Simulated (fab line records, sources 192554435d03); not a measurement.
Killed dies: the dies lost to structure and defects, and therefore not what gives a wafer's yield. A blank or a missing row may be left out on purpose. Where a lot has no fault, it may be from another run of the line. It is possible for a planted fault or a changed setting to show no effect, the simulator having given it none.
One fault through the eyes of 3 desks + flow n5-finfet + each desk has only its own numbers; what lay behind them comes last

## THE DEFECT DESK
For each lot, the counts of the inspections along the route, averaged over the sampled wafers that have a number. If a lot's mean is further than 4 standard deviations from the usual mean, the lot is out of limits and carries the mark OUT (the distance appears in the brackets).
Columns: A = raw-defect-count at N5_BEOL_M4_INSPECT_30, usual 397
| lot  | first seen here | A   |
|------|-----------------|-----|
| L898 | day 8 02:10     | 320 |
| L905 | day 9 11:06     | 290 |
| L906 | day 10 01:07    | 389 |
| L913 | day 11 17:20    | 265 |
| L914 | day 12 04:00    | 561 |
| L917 | day 12 11:56    | 432 |
This desk found nothing out of limits on any of the 6 lots.

## METROLOGY DESK
What the gauges read, lot by lot, whatever tool the lot ran on: means of the sampled wafers that have a number. If a lot's mean is further than 4 standard deviations from the usual mean, the lot is out of limits and carries the mark OUT (the distance appears in the brackets). It has 12 readings; the 7 that lie furthest out on some lot are the ones shown.
Columns: A = V3_OVL at N5_BEOL_M4_OVL_MEAS_29, usual -0.4 nm; B = DIBL_N at N5_BEOL_M4_RC_MEAS_101, usual 35.8 mV/V; C = DIBL_P at N5_BEOL_M4_RC_MEAS_101, usual 36.0 mV/V; D = IOFF_N at N5_BEOL_M4_RC_MEAS_101, usual 0.153 nA/um; E = ION_N at N5_BEOL_M4_RC_MEAS_101, usual 673 uA/um; F = VT_N at N5_BEOL_M4_RC_MEAS_101, usual 250 mV; G = VT_P at N5_BEOL_M4_RC_MEAS_101, usual -250 mV
| lot  | first seen here | A    | B    | C    | D     | E   | F   | G    |
|------|-----------------|------|------|------|-------|-----|-----|------|
| L898 | day 8 02:05     | 0.5  | 36.5 | 37.3 | 0.154 | 675 | 252 | -252 |
| L905 | day 9 11:01     | -0.0 | 34.6 | 33.8 | 0.119 | 656 | 255 | -252 |
| L906 | day 10 01:02    | 0.2  | 35.9 | 37.0 | 0.161 | 684 | 248 | -250 |
| L913 | day 11 17:15    | -0.3 | 36.9 | 35.3 | 0.148 | 671 | 251 | -250 |
| L914 | day 12 03:55    | -0.5 | 34.1 | 35.0 | 0.131 | 660 | 253 | -254 |
| L917 | day 12 11:51    | -2.1 | 34.9 | 36.5 | 0.164 | 671 | 249 | -248 |
This desk found nothing out of limits on any of the 6 lots.

## FOR THE TOOL OWNER'S DESK: rie-diel-05
The tool's own readings at N5_BEOL_M4_ETCHBACK_99 (etches SiO2 in CHF3, target depth 5 nm, time 10.4 s): means of the sampled wafers that have a number, for each lot that ran on this tool. If a lot's mean is further than 4 standard deviations from the usual mean, the lot is out of limits and carries the mark OUT (the distance appears in the brackets).
Columns: A = drypump-motor-current-A at N5_BEOL_M4_ETCHBACK_99, usual 5.7 A; B = oes-product-au at N5_BEOL_M4_ETCHBACK_99, usual 0.78 a.u.; C = rf-fwd-power-W at N5_BEOL_M4_ETCHBACK_99, usual 212.5 W; D = rf-vpp-V at N5_BEOL_M4_ETCHBACK_99, usual 244 V; E = showerhead-plenum-p-Torr at N5_BEOL_M4_ETCHBACK_99, usual 2.18 Torr; F = throttle-valve-pct at N5_BEOL_M4_ETCHBACK_99, usual 17.14 %
| lot  | first seen here | A   | B    | C     | D   | E    | F     |
|------|-----------------|-----|------|-------|-----|------|-------|
| L898 | day 8 03:20     | 5.5 | 0.78 | 213.7 | 246 | 2.25 | 17.12 |
| L905 | day 9 13:41     | 6.0 | 1.09 | 212.9 | 244 | 2.22 | 17.06 |
| L906 | day 10 03:54    | 5.3 | 1.04 | 214.2 | 245 | 2.25 | 17.28 |
This desk found nothing out of limits on any of the 3 lots.

## BROUGHT TOGETHER
Nothing out of limits was seen by the defect desk.
Nothing out of limits was seen by the metrology desk.
The tool owner's desk saw nothing out of limits.

## WHAT WAS PUT IN BY THE SIMULATOR
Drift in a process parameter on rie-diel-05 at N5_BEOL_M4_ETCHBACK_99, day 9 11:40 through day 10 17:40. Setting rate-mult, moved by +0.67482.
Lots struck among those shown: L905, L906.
